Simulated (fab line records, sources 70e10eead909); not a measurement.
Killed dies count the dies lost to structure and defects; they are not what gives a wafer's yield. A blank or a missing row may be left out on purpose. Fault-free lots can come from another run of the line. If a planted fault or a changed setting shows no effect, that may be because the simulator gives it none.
Comparing a struck lot with a sound one / flow nand-harc / 15 steps out of a route of 1159
Sound: the wafers L626.2, L626.4, L626.6. Struck: wafers L636.2, L636.4. (L636.3 of the same lot was not struck and is left out.) The cause comes at the end.
Each step with rows lists, per side, the tool, then ch with its chambers, then its first start. Under that, the readings that differ: sound wafers / struck wafers / difference of the means / sigmas: that difference in standard deviations of wafers without a fault.
alike: readings whose means differ by less than 2 such deviations, and words and numbers that are the same on both sides. not compared: withheld readings, readings that some wafer has no value for, bounds like >300 that may hide the same value, and numbers for which the record gives no deviation and whose values overlap.
A row with sigmas, a row that says differs or no value, or rows on one side alone: a step with any of these is where the two part. Numbers that don't overlap but have no deviation are shown without sigmas and don't part them. A reading missing from all wafers of one side parts the sides only when that side holds two or more wafers.

first, 1 step without rows for these wafers: NHARC_A_ONON_D1_DEP_12 (target thk 1000 nm).
NHARC_A_ONON_D1_THK_MEAS_14: measures by ellipsometry.
  sound: film-metro-01 at day 7 13:52; struck: film-metro-01 at day 10 16:19
  alike: thk-nm
then, 2 steps without rows for these wafers: NHARC_A_ONON_D1_ANNEAL_15 (time 3600 s); NHARC_A_ONON_D1_DEP_16 (target thk 1000 nm).
NHARC_A_ONON_D1_THK_MEAS_18: measures by ellipsometry.
  sound: film-metro-01 at day 7 19:35; struck: film-metro-01 at day 10 23:26
  alike: thk-nm
then NHARC_A_ONON_D1_DEP_19 (target thk 1000 nm), 1 step lacking rows for these wafers.
NHARC_A_ONON_D1_THK_MEAS_21: measures by ellipsometry.
  sound: film-metro-02 at day 7 20:08; struck: film-metro-02 at day 11 00:00
  alike: thk-nm
then NHARC_A_ONON_D1_DEP_22 (target thk 1000 nm), 1 step lacking rows for these wafers.
NHARC_A_ONON_D1_THK_MEAS_24: measures by ellipsometry.
  sound: film-metro-02 at day 7 20:43; struck: film-metro-01 at day 11 00:34
  alike: thk-nm
then NHARC_A_ONON_D1_DEP_25 (target thk 1000 nm), 1 step lacking rows for these wafers.
NHARC_A_ONON_D1_THK_MEAS_27: measures by ellipsometry.
  sound: film-metro-02 at day 7 21:16; struck: film-metro-01 at day 11 01:08
  alike: thk-nm
NHARC_A_ONON_D1_DEP_28: target thk 1000 nm.
  sound on pecvd-onon-01 ch 0, day 7 21:23; struck on pecvd-onon-01 ch 0, day 11 01:14
NHARC_A_ONON_D1_THK_MEAS_30: measures by ellipsometry.
  sound: film-metro-01 at day 7 21:50; struck: film-metro-02 at day 11 01:42
reading=thk-nm (nm); sound=1001 1000 1001; struck=1362 1362; difference=+361; sigmas=+30
NHARC_A_ONON_D1_DEP_33: deposits SiO2, target thk 200 nm.
  sound on pecvd-02 ch 0,1,2, day 7 22:07; struck on pecvd-04 ch 0,1, day 11 02:04
  alike: heater-power-w, throttle-valve-pct
  not compared: since-wet-clean-h
then, 1 step without rows for these wafers: NHARC_END_SORT_01.

## WHERE THEY PART
NHARC_A_ONON_D1_THK_MEAS_30 only, going by this record. Later steps at which nothing parts them and some readings are alike: NHARC_A_ONON_D1_DEP_33.

WHY: the cause the simulator had injected
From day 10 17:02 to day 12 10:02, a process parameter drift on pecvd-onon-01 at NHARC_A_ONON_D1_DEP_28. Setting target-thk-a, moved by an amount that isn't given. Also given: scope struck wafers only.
